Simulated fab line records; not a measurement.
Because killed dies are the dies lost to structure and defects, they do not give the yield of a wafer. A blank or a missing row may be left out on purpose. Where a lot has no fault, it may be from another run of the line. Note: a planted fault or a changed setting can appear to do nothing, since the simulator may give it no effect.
Which of the tools did it? / flow n5 finfet / 22 wafers from 9 lots sampled at 7 of the route's 1938 steps

== WHAT THE GAUGES SHOWED, per wafer ==
N5_BEOL_M4_RC_MEAS_101.
lot=L226; measured=day 10 06:55; on=prober-01; DIBL_N (mV/V)=32.7 35.6; DIBL_P (mV/V)=32.2 35.6; IOFF_N (nA/um)=0.106 0.159; IOFF_P (nA/um)=0.16 0.21; ION_N (uA/um)=651 677; ION_P (uA/um)=456 472; SS_N (mV/dec)=70.9 70.7; SS_P (mV/dec)=72.7 73.2; VT_N (mV)=256 247; VT_P (mV)=-254 -247
lot=L229; measured=day 10 17:42; on=prober-02; DIBL_N (mV/V)=37.6 37.4 33.8; DIBL_P (mV/V)=37.5 37.5 32.5; IOFF_N (nA/um)=0.173 0.169 0.115; IOFF_P (nA/um)=0.20 0.19 0.14; ION_N (uA/um)=676 675 655; ION_P (uA/um)=456 458 450; SS_N (mV/dec)=71.4 71.1 70.4; SS_P (mV/dec)=73.9 73.7 72.9; VT_N (mV)=248 248 251; VT_P (mV)=-255 -254 -256
lot=L230; measured=day 11 07:04; on=prober-01; DIBL_N (mV/V)=35.1 34.1; DIBL_P (mV/V)=33.3 32.3; IOFF_N (nA/um)=0.135 0.118; IOFF_P (nA/um)=0.19 0.18; ION_N (uA/um)=662 664; ION_P (uA/um)=461 455; SS_N (mV/dec)=71.3 70.7; SS_P (mV/dec)=73.0 72.6; VT_N (mV)=253 254; VT_P (mV)=-251 -251
lot=L231; measured=day 11 14:14; on=prober-02; DIBL_N (mV/V)=34.7 37.9; DIBL_P (mV/V)=34.8 38.3; IOFF_N (nA/um)=0.127 0.178; IOFF_P (nA/um)=0.18 0.23; ION_N (uA/um)=663 670; ION_P (uA/um)=454 457; SS_N (mV/dec)=71.2 72.4; SS_P (mV/dec)=73.1 74.4; VT_N (mV)=253 251; VT_P (mV)=-252 -249
lot=L232; measured=day 11 17:20; on=prober-01; DIBL_N (mV/V)=37.1 37.1; DIBL_P (mV/V)=35.7 36.3; IOFF_N (nA/um)=0.152 0.158; IOFF_P (nA/um)=0.18 0.19; ION_N (uA/um)=673 670; ION_P (uA/um)=462 464; SS_N (mV/dec)=71.7 72.0; SS_P (mV/dec)=73.0 73.3; VT_N (mV)=252 250; VT_P (mV)=-253 -253
lot=L234; measured=day 12 09:48; on=prober-02; DIBL_N (mV/V)=37.3 36.2 36.7; DIBL_P (mV/V)=38.0 35.3 35.5; IOFF_N (nA/um)=0.163 0.141 0.150; IOFF_P (nA/um)=0.23 0.18 0.19; ION_N (uA/um)=665 656 661; ION_P (uA/um)=458 450 458; SS_N (mV/dec)=72.7 71.8 72.4; SS_P (mV/dec)=73.9 73.1 73.3; VT_N (mV)=250 253 253; VT_P (mV)=-251 -257 -254
lot=L237; measured=day 12 19:22; on=prober-01; DIBL_N (mV/V)=35.7 36.3; DIBL_P (mV/V)=34.9 35.9; IOFF_N (nA/um)=0.132 0.150; IOFF_P (nA/um)=0.20 0.21; ION_N (uA/um)=672 664; ION_P (uA/um)=465 453; SS_N (mV/dec)=72.0 71.7; SS_P (mV/dec)=73.4 73.2; VT_N (mV)=254 252; VT_P (mV)=-250 -248
lot=L238; measured=day 13 00:59; on=prober-02; DIBL_N (mV/V)=36.6 35.3 35.5; DIBL_P (mV/V)=35.6 35.2 34.1; IOFF_N (nA/um)=0.183 0.175 0.161; IOFF_P (nA/um)=0.23 0.23 0.20; ION_N (uA/um)=677 686 670; ION_P (uA/um)=466 469 457; SS_N (mV/dec)=72.1 71.3 72.1; SS_P (mV/dec)=73.3 73.8 73.5; VT_N (mV)=245 245 248; VT_P (mV)=-249 -248 -251
lot=L240; measured=day 13 15:45; on=prober-02; DIBL_N (mV/V)=34.6 34.9 35.7; DIBL_P (mV/V)=34.7 33.6 34.8; IOFF_N (nA/um)=0.133 0.135 0.154; IOFF_P (nA/um)=0.19 0.16 0.19; ION_N (uA/um)=665 679 681; ION_P (uA/um)=458 461 459; SS_N (mV/dec)=71.8 71.3 71.5; SS_P (mV/dec)=72.8 72.4 73.6; VT_N (mV)=251 252 250; VT_P (mV)=-251 -253 -249

N5_BEOL_M7_THK_MEAS_53: measures by xrf.
lot=L226; measured=day 11 11:59; on=film metro-01; M7_THK (nm)=76.5 74.9
lot=L229; measured=day 11 18:57; on=film metro-02; M7_THK (nm)=75.2 75.7 76.9
lot=L230; measured=day 12 10:34; on=film metro-01; M7_THK (nm)=77.2 72.3
lot=L231; measured=day 13 00:46; on=film metro-01; M7_THK (nm)=178.8 79.7
lot=L232; measured=day 13 01:32; on=film metro-02; M7_THK (nm)=186.8 74.4
lot=L234; measured=day 13 14:46; on=film metro-01; M7_THK (nm)=79.4 78.7 76.7
lot=L237; measured=day 14 01:32; on=film metro-02; M7_THK (nm)=173.9 75.0
lot=L238; measured=day 14 06:27; on=film metro-02; M7_THK (nm)=75.4 78.9 81.2
lot=L240; measured=day 14 19:07; on=film metro-01; M7_THK (nm)=75.2 74.8 77.3

N5_BEOL_M7_INSPECT_58: inspects for defects (darkfield).
lot=L226; measured=day 11 12:08; on=defect inspect-02; raw defect count=121 94
lot=L229; measured=day 11 19:06; on=defect inspect-01; raw defect count=85 75 91
lot=L230; measured=day 12 10:43; on=defect inspect-02; raw defect count=61 76
lot=L231; measured=day 13 00:55; on=defect inspect-02; raw defect count=1316 106
lot=L232; measured=day 13 01:41; on=defect inspect-02; raw defect count=1145 120
lot=L234; measured=day 13 14:55; on=defect inspect-02; raw defect count=71 73 71
lot=L237; measured=day 14 01:41; on=defect inspect-01; raw defect count=1168 60
lot=L238; measured=day 14 06:37; on=defect inspect-01; raw defect count=107 75 57
lot=L240; measured=day 14 19:16; on=defect inspect-01; raw defect count=69 66 66

== EACH LOT AND THE TOOL THAT RAN IT (in order: tool; ch and the chambers of the sampled wafers; start) ==
lot=L226; N5_BEOL_M7_ETCH_72=rie diel-04 ch 0,3, day 11 09:20; N5_BEOL_M7_ETCH_65=rie diel-04 ch 0,3, day 11 09:20; N5_BEOL_M7_PRE_CLEAN_45=pvd sputter-01, day 11 10:25; N5_BEOL_M7_CMP_52=cmp-02 ch 1,2, day 11 11:41
lot=L229; N5_BEOL_M7_ETCH_72=rie diel-03 ch 0,2,3, day 11 16:05; N5_BEOL_M7_ETCH_65=rie diel-03 ch 0,2,3, day 11 16:07; N5_BEOL_M7_PRE_CLEAN_45=pvd sputter-03, day 11 17:14; N5_BEOL_M7_CMP_52=cmp-01 ch 0,2, day 11 18:41
lot=L230; N5_BEOL_M7_ETCH_72=rie diel-01 ch 1,3, day 12 07:11; N5_BEOL_M7_ETCH_65=rie diel-01 ch 1,3, day 12 07:11; N5_BEOL_M7_PRE_CLEAN_45=pvd sputter-02, day 12 08:40; N5_BEOL_M7_CMP_52=cmp-01 ch 2, day 12 10:16
lot=L231; N5_BEOL_M7_ETCH_72=rie diel-04 ch 2,3, day 12 20:13; N5_BEOL_M7_ETCH_65=rie diel-04 ch 2,3, day 12 20:14; N5_BEOL_M7_PRE_CLEAN_45=pvd sputter-01, day 12 21:32; N5_BEOL_M7_CMP_52=cmp-01 ch 0,1, day 13 00:32
lot=L232; N5_BEOL_M7_ETCH_72=rie diel-03 ch 0,1, day 12 20:38; N5_BEOL_M7_ETCH_65=rie diel-03 ch 0,1, day 12 20:39; N5_BEOL_M7_PRE_CLEAN_45=pvd sputter-01, day 13 00:04; N5_BEOL_M7_CMP_52=cmp-01 ch 2,3, day 13 01:14
lot=L234; N5_BEOL_M7_ETCH_72=rie diel-04 ch 0,1,2, day 13 11:46; N5_BEOL_M7_ETCH_65=rie diel-04 ch 0,1,2, day 13 11:47; N5_BEOL_M7_PRE_CLEAN_45=pvd sputter-01, day 13 12:58; N5_BEOL_M7_CMP_52=cmp-02 ch 1,2, day 13 14:28
lot=L237; N5_BEOL_M7_ETCH_72=rie diel-03 ch 1,3, day 13 22:29; N5_BEOL_M7_ETCH_65=rie diel-03 ch 1,3, day 13 22:31; N5_BEOL_M7_PRE_CLEAN_45=pvd sputter-02, day 13 23:52; N5_BEOL_M7_CMP_52=cmp-01 ch 2,3, day 14 01:19
lot=L238; N5_BEOL_M7_ETCH_72=rie diel-04 ch 0,1,3, day 14 02:58; N5_BEOL_M7_ETCH_65=rie diel-04 ch 0,1,3, day 14 02:58; N5_BEOL_M7_PRE_CLEAN_45=pvd sputter-01, day 14 04:46; N5_BEOL_M7_CMP_52=cmp-04 ch 0,2, day 14 06:10
lot=L240; N5_BEOL_M7_ETCH_72=rie diel-04 ch 0,1,2, day 14 15:29; N5_BEOL_M7_ETCH_65=rie diel-04 ch 0,1,2, day 14 15:30; N5_BEOL_M7_PRE_CLEAN_45=pvd sputter-01, day 14 17:40; N5_BEOL_M7_CMP_52=cmp-04 ch 0,1,3, day 14 18:51
- N5_BEOL_M7_ETCH_72: etches underlayer in N2/H2, target depth 6.5 nm, time 5.2 s.
- N5_BEOL_M7_ETCH_65: etches SiARC in CF4, target depth 15.6 nm, time 26 s.
- N5_BEOL_M7_PRE_CLEAN_45: time 30 s.
- N5_BEOL_M7_CMP_52: polishes, stops on SiCOH lowk, t overpolish 6.9 s, target thk 80 nm.

== AS READ BY THE TOOLS THEMSELVES (means over the sampled wafers that have a number; for cases with no such wafer, the mark the record gives instead) ==
N5_BEOL_M7_ETCH_72.
lot=L226; tool=rie diel-04; drypump motor current A (A)=5.3; etch rf on time s (s)=5.19; oes product au (a.u.)=0.59; rf vpp V (V)=522.0; showerhead plenum p Torr (Torr)=2.46; throttle valve pct (%)=18.28
lot=L229; tool=rie diel-03; drypump motor current A (A)=5.5; etch rf on time s (s)=5.22; oes product au (a.u.)=0.61; rf vpp V (V)=524.2; showerhead plenum p Torr (Torr)=2.57; throttle valve pct (%)=18.10
lot=L230; tool=rie diel-01; drypump motor current A (A)=5.9; etch rf on time s (s)=5.30; oes product au (a.u.)=0.66; rf vpp V (V)=522.1; showerhead plenum p Torr (Torr)=2.49; throttle valve pct (%)=17.67
lot=L231; tool=rie diel-04; drypump motor current A (A)=5.8; etch rf on time s (s)=5.17; oes product au (a.u.)=0.59; rf vpp V (V)=524.4; showerhead plenum p Torr (Torr)=2.56; throttle valve pct (%)=17.95
lot=L232; tool=rie diel-03; drypump motor current A (A)=5.7; etch rf on time s (s)=5.33; oes product au (a.u.)=0.59; rf vpp V (V)=526.1; showerhead plenum p Torr (Torr)=2.58; throttle valve pct (%)=18.13
lot=L234; tool=rie diel-04; drypump motor current A (A)=5.5; etch rf on time s (s)=5.15; oes product au (a.u.)=0.65; rf vpp V (V)=522.3; showerhead plenum p Torr (Torr)=2.50; throttle valve pct (%)=17.84
lot=L237; tool=rie diel-03; drypump motor current A (A)=5.5; etch rf on time s (s)=5.24; oes product au (a.u.)=0.61; rf vpp V (V)=523.5; showerhead plenum p Torr (Torr)=2.56; throttle valve pct (%)=18.02
lot=L238; tool=rie diel-04; drypump motor current A (A)=5.6; etch rf on time s (s)=5.05; oes product au (a.u.)=0.73; rf vpp V (V)=521.9; showerhead plenum p Torr (Torr)=2.46; throttle valve pct (%)=17.94
lot=L240; tool=rie diel-04; drypump motor current A (A)=5.5; etch rf on time s (s)=5.27; oes product au (a.u.)=0.63; rf vpp V (V)=521.9; showerhead plenum p Torr (Torr)=2.50; throttle valve pct (%)=17.85

N5_BEOL_M7_ETCH_65.
lot=L226; tool=rie diel-04; drypump motor current A (A)=5.3; etch rf on time s (s)=26.2; oes product au (a.u.)=0.58; rf vpp V (V)=182.5; showerhead plenum p Torr (Torr)=2.08; throttle valve pct (%)=15.99
lot=L229; tool=rie diel-03; drypump motor current A (A)=5.5; etch rf on time s (s)=26.1; oes product au (a.u.)=0.62; rf vpp V (V)=183.6; showerhead plenum p Torr (Torr)=2.17; throttle valve pct (%)=15.93
lot=L230; tool=rie diel-01; drypump motor current A (A)=5.9; etch rf on time s (s)=26.5; oes product au (a.u.)=0.66; rf vpp V (V)=183.1; showerhead plenum p Torr (Torr)=2.11; throttle valve pct (%)=15.48
lot=L231; tool=rie diel-04; drypump motor current A (A)=5.8; etch rf on time s (s)=26.2; oes product au (a.u.)=0.59; rf vpp V (V)=183.3; showerhead plenum p Torr (Torr)=2.16; throttle valve pct (%)=15.78
lot=L232; tool=rie diel-03; drypump motor current A (A)=5.8; etch rf on time s (s)=26.8; oes product au (a.u.)=0.60; rf vpp V (V)=185.1; showerhead plenum p Torr (Torr)=2.17; throttle valve pct (%)=15.88
lot=L234; tool=rie diel-04; drypump motor current A (A)=5.5; etch rf on time s (s)=26.2; oes product au (a.u.)=0.64; rf vpp V (V)=183.4; showerhead plenum p Torr (Torr)=2.11; throttle valve pct (%)=15.57
lot=L237; tool=rie diel-03; drypump motor current A (A)=5.5; etch rf on time s (s)=26.1; oes product au (a.u.)=0.61; rf vpp V (V)=185.2; showerhead plenum p Torr (Torr)=2.17; throttle valve pct (%)=15.93
lot=L238; tool=rie diel-04; drypump motor current A (A)=5.5; etch rf on time s (s)=25.5; oes product au (a.u.)=0.73; rf vpp V (V)=184.1; showerhead plenum p Torr (Torr)=2.08; throttle valve pct (%)=15.67
lot=L240; tool=rie diel-04; drypump motor current A (A)=5.5; etch rf on time s (s)=26.1; oes product au (a.u.)=0.63; rf vpp V (V)=183.3; showerhead plenum p Torr (Torr)=2.11; throttle valve pct (%)=15.59

N5_BEOL_M7_PRE_CLEAN_45.
lot=L226; tool=pvd sputter-01; heater power w (W)=328
lot=L229; tool=pvd sputter-03; heater power w (W)=335
lot=L230; tool=pvd sputter-02; heater power w (W)=296
lot=L231; tool=pvd sputter-01; heater power w (W)=330
lot=L232; tool=pvd sputter-01; heater power w (W)=320
lot=L234; tool=pvd sputter-01; heater power w (W)=324
lot=L237; tool=pvd sputter-02; heater power w (W)=320
lot=L238; tool=pvd sputter-01; heater power w (W)=311
lot=L240; tool=pvd sputter-01; heater power w (W)=326

N5_BEOL_M7_CMP_52.
lot=L226; tool=cmp-02; barrier field endpoint s (s)=29.5; clearing platen down force psi (psi)=1.498; clearing platen rpm (rpm)=49.987; motor current A (A)=6.2; overpolish run s (s)=6.893; slurry filter dp kPa (kPa)=13.54; time to endpoint s (s)=66
lot=L229; tool=cmp-01; barrier field endpoint s (s)=28.9; clearing platen down force psi (psi)=1.503; clearing platen rpm (rpm)=49.999; motor current A (A)=6.0; overpolish run s (s)=6.903; slurry filter dp kPa (kPa)=13.45; time to endpoint s (s)=64
lot=L230; tool=cmp-01; barrier field endpoint s (s)=28.5; clearing platen down force psi (psi)=1.502; clearing platen rpm (rpm)=49.989; motor current A (A)=5.7; overpolish run s (s)=6.910; slurry filter dp kPa (kPa)=13.41; time to endpoint s (s)=57
lot=L231; tool=cmp-01; barrier field endpoint s (s)=38.3; clearing platen down force psi (psi)=1.499; clearing platen rpm (rpm)=50.038; motor current A (A)=6.2; overpolish run s (s)=3.466; slurry filter dp kPa (kPa)=13.49; time to endpoint s (s)=72
lot=L232; tool=cmp-01; barrier field endpoint s (s)=37.7; clearing platen down force psi (psi)=1.497; clearing platen rpm (rpm)=49.984; motor current A (A)=5.8; overpolish run s (s)=3.467; slurry filter dp kPa (kPa)=13.35; time to endpoint s (s)=69
lot=L234; tool=cmp-02; barrier field endpoint s (s)=29.3; clearing platen down force psi (psi)=1.498; clearing platen rpm (rpm)=49.985; motor current A (A)=6.1; overpolish run s (s)=6.898; slurry filter dp kPa (kPa)=13.48; time to endpoint s (s)=67
lot=L237; tool=cmp-01; barrier field endpoint s (s)=38.0; clearing platen down force psi (psi)=1.497; clearing platen rpm (rpm)=49.974; motor current A (A)=5.7; overpolish run s (s)=3.467; slurry filter dp kPa (kPa)=13.43; time to endpoint s (s)=71
lot=L238; tool=cmp-04; barrier field endpoint s (s)=28.6; clearing platen down force psi (psi)=1.500; clearing platen rpm (rpm)=49.985; motor current A (A)=6.6; overpolish run s (s)=6.899; slurry filter dp kPa (kPa)=13.59; time to endpoint s (s)=62
lot=L240; tool=cmp-04; barrier field endpoint s (s)=29.2; clearing platen down force psi (psi)=1.501; clearing platen rpm (rpm)=50.005; motor current A (A)=6.4; overpolish run s (s)=6.908; slurry filter dp kPa (kPa)=13.50; time to endpoint s (s)=63

== THE ANSWER, worked out from the rows above alone ==
Rule: usual is defined by the lots themselves. Put in order of their means at a reading, lots are off if they are a third of the lots or fewer, leave a main group of 4 or more, and stand apart from it by a gap of 3 or more times the standard deviation of the main group's means; of several such gaps the widest counts. Not used: any main group whose means are identical at the precision the tables above print for the reading. Also off: a lot with no number at a reading for which 4 or more lots have one. The other lots that the step has rows for count as sound. The gauges are gone through in route order, then the tools' own readings, and for those a lot's mean is taken as printed above. At the first step where some lot is off, the reading lying furthest off is the one used; lots without a number count as furthest.
Off: L231, L232, L237, seen at N5_BEOL_M7_THK_MEAS_53 (M7_THK). Mean 76.5 nm and standard deviation 1.4 in the main group.
A tool fits if, at a process step before that reading, it ran every lot that is off, and no sound lot after the first of them. Not tried: the gauges at N5_BEOL_M7_THK_MEAS_53; whatever is off there is also off at N5_BEOL_M7_INSPECT_58, on other tools, and gauge error can't account for it. One fits: cmp-01 at N5_BEOL_M7_CMP_52. Its last sound lot is L230 (day 12 10:16), its first lot that is off L231 (day 13 00:32): a fault that began between those two fits.
The tool's own readings at N5_BEOL_M7_CMP_52 bear it out: on the lots that are off they differ by more than 5 times the standard deviation of the sound lots' means. barrier field endpoint s reads 38.0 s there against 29.0 s on the sound lots; overpolish run s reads 3.467 s there against 6.902 s on the sound lots.

== WHAT THE SIMULATOR HAD INSERTED ==
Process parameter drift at N5_BEOL_M7_CMP_52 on cmp-01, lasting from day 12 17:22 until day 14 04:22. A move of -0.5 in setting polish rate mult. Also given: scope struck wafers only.
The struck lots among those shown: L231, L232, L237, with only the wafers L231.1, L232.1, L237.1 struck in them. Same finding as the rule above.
